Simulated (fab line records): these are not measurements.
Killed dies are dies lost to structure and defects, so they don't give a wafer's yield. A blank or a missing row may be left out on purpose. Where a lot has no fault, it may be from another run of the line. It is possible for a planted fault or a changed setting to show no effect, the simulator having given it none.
Which tool was responsible?	flow nandHarc	Sampling: 12 lots, 36 wafers, 7 of 1159 route steps

== WHAT THE GAUGES READ, wafer by wafer ==
NHARC_P_M2_INSPECT_27.
lot	measured	on	rawDefectCount
L284	day 6 05:44	defectInspect-01	404 468 322
L285	day 6 06:45	defectInspect-02	298 576 358
L287	day 6 17:12	defectInspect-01	302 406 265
L288	day 7 06:11	defectInspect-02	222 155 253
L293	day 8 04:25	defectInspect-02	335 401 244
L294	day 8 21:14	defectInspect-01	243 217 260
L297	day 9 19:53	defectInspect-02	397 275 287
L300	day 10 06:34	defectInspect-02	256 377 286
L302	day 10 21:02	defectInspect-01	268 189 234
L304	day 11 11:16	defectInspect-01	612 551 497
L305	day 11 15:13	defectInspect-02	392 398 321
L307	day 12 15:08	defectInspect-02	414 243 447

NHARC_A_ZERO_WELL_INSPECT_17.
lot	measured	on	rawDefectCount
L284	day 6 12:58	defectInspect-01	8 7 6
L285	day 6 13:57	defectInspect-01	10 11 10
L287	day 7 00:52	defectInspect-01	6 11 16
L288	day 7 13:51	defectInspect-01	16 11 6
L293	day 8 11:44	defectInspect-02	620 609 626
L294	day 9 04:46	defectInspect-02	608 641 599
L297	day 10 03:30	defectInspect-02	14 6 10
L300	day 10 14:00	defectInspect-01	7 8 8
L302	day 11 04:41	defectInspect-01	3 5 6
L304	day 11 18:31	defectInspect-01	13 23 10
L305	day 11 22:35	defectInspect-02	5 8 6
L307	day 12 22:25	defectInspect-02	5 5 10

NHARC_A_SOURCE_PLATE_THK_MEAS_06: measures by ellipsometry.
lot	measured	on	thkNm (nm)
L284	day 7 09:22	filmMetro-02	199.2 200.3 200.6
L285	day 7 09:22	filmMetro-01	199.9 198.2 197.1
L287	day 8 00:53	filmMetro-02	202.4 200.8 202.3
L288	day 8 12:33	filmMetro-01	203.0 200.2 202.8
L293	day 9 07:52	filmMetro-01	198.7 199.9 199.7
L294	day 10 00:43	filmMetro-02	196.2 197.7 196.7
L297	day 10 22:55	filmMetro-02	200.4 198.7 200.8
L300	day 11 08:59	filmMetro-01	201.0 199.2 204.0
L302	day 12 01:48	filmMetro-01	202.4 204.5 199.5
L304	day 12 17:25	filmMetro-01	196.4 195.6 200.0
L305	day 12 17:25	filmMetro-01	202.4 200.4 200.2
L307	day 13 20:39	filmMetro-02	199.3 197.3 201.3

NHARC_A_SOURCE_PLATE_INSPECT_08.
lot	measured	on	rawDefectCount
L284	day 7 09:26	defectInspect-02	39 42 52
L285	day 7 09:27	defectInspect-01	52 48 107
L287	day 8 00:58	defectInspect-01	55 38 50
L288	day 8 12:40	defectInspect-02	91 75 144
L293	day 9 07:56	defectInspect-01	670 640 667
L294	day 10 00:47	defectInspect-02	706 695 692
L297	day 10 22:58	defectInspect-01	53 24 56
L300	day 11 09:04	defectInspect-02	33 43 37
L302	day 12 01:52	defectInspect-02	70 57 50
L304	day 12 17:28	defectInspect-02	71 47 66
L305	day 12 17:29	defectInspect-02	37 27 38
L307	day 13 20:43	defectInspect-01	23 49 30

NHARC_END_SORT_01.
lot	measured	on	killedAtArray	killedAtOther	killedAtPeriphery	killedDies	killedOpen	killedShort
L293	day 21 00:04	prober-01	111 110 123	0 1 0	0 0 2	111 111 125	0 0 5	0 0 0
L294	day 21 21:18	prober-02	117 99 73	0 0 0	5 1 2	122 100 75	5 1 6	2 3 5

== TOOL THAT RAN EACH LOT (tool first, then ch and the chambers of the sampled wafers, then the start) ==
lot	NHARC_P_BONDPAD_DESCUM_11	NHARC_A_ZERO_WELL_STRIP_14
L284	rieDiel-10 ch 1,2, day 6 07:36	wetBench-05 ch 0,1,7, day 6 11:58
L285	rieDiel-11 ch 0,2, day 6 08:38	wetBench-09 ch 0,2,3, day 6 12:58
L287	rieDiel-08 ch 0,2,3, day 6 19:11	wetBench-06 ch 1,2,4, day 6 23:43
L288	rieDiel-10 ch 1,2, day 7 08:27	wetBench-09 ch 0,1,5, day 7 12:53
L293	rieDiel-10 ch 0,2,3, day 8 06:24	wetBench-09 ch 0,1,7, day 8 10:45
L294	rieDiel-08 ch 0,1,3, day 8 23:25	wetBench-09 ch 1,2,4, day 9 03:49
L297	rieDiel-10 ch 1,2, day 9 22:01	wetBench-06 ch 4,5,6, day 10 02:33
L300	rieDiel-08 ch 1,2,3, day 10 08:26	wetBench-05 ch 2,5,6, day 10 13:04
L302	rieDiel-11 ch 0,1,3, day 10 23:16	wetBench-05 ch 4,5,7, day 11 03:43
L304	rieDiel-08 ch 0,1,3, day 11 13:09	wetBench-05 ch 2,5,6, day 11 17:33
L305	rieDiel-08 ch 0,2,3, day 11 17:13	wetBench-06 ch 3,4,6, day 11 21:38
L307	rieDiel-08 ch 0,2,3, day 12 17:08	wetBench-06 ch 1,3,5, day 12 21:28
- NHARC_P_BONDPAD_DESCUM_11: chemistry O2, time 3 s.
- NHARC_A_ZERO_WELL_STRIP_14: strips in SPM, time 900 s.

== WHAT THE TOOLS THEMSELVES READ (means of the sampled wafers that have a number; where no wafer has one, the mark that the record gives instead) ==
NHARC_P_BONDPAD_DESCUM_11.
lot	tool	drypumpMotorCurrentA (A)	mfcArSccm (sccm)	oesProductAu (a.u.)	rfVppV (V)	showerheadPlenumPTorr (Torr)	throttleValvePct (%)
L284	rieDiel-10	6.1	0.008	0.988	57.1	1.81	11.310
L285	rieDiel-11	6.2	0.000	0.992	57.6	1.95	11.312
L287	rieDiel-08	5.4	0.028	0.999	56.6	1.84	11.303
L288	rieDiel-10	5.8	0.007	1.008	56.5	1.84	11.305
L293	rieDiel-10	6.0	0.008	0.993	58.1	1.96	11.319
L294	rieDiel-08	5.5	0.017	1.004	58.4	1.91	11.317
L297	rieDiel-10	5.8	0.007	0.991	57.3	1.83	11.313
L300	rieDiel-08	5.6	0.019	1.007	57.7	1.92	11.316
L302	rieDiel-11	5.7	0.001	0.987	57.6	1.88	11.312
L304	rieDiel-08	5.6	0.017	1.011	58.0	1.91	11.308
L305	rieDiel-08	5.4	0.028	1.005	57.1	1.84	11.304
L307	rieDiel-08	5.4	0.028	0.999	57.6	1.84	11.311

== THE ANSWER, worked out from the rows above alone ==
Rule: the usual values come from the lots themselves. The widest of any qualifying gaps counts: lots, ordered by their means at a reading, are off when they make up no more than a third of the lots, leave a main group of 4 or more, and stand apart from it by 3 or more times the standard deviation of that group's means. A main group is skipped when, at the precision printed for the reading in the tables above, its means are all equal. A lot without any number at a reading at which 4 lots or more have one is off too. Where the step has rows for the other lots, those lots are counted as sound. Order of review: gauges by route order, followed by the tools' own readings, for which a lot's mean as printed above is used. The first step at which some lot is off is used, and at that step the reading that is off furthest; a lot without a number counts as furthest.
Off: L293, L294 (NHARC_A_ZERO_WELL_INSPECT_17, rawDefectCount). The main group has a mean of 9 with a standard deviation of 3.
A tool fits if, at a process step before that reading, it ran every lot that is off, and no sound lot after the first of them. The gauges at NHARC_A_ZERO_WELL_INSPECT_17 are tried like those tools. One candidate fits, namely wetBench-09 at NHARC_A_ZERO_WELL_STRIP_14. Its last sound lot is L288 (day 7 12:53), its first lot that is off L293 (day 8 10:45): a fault that began between those two fits.

== WHAT THE SIMULATOR HAD PUT IN ==
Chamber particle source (wetBench-09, NHARC_A_ZERO_WELL_STRIP_14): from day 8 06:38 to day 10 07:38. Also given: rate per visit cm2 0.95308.
Lots struck among those shown: L293, L294. The rule above found the same.
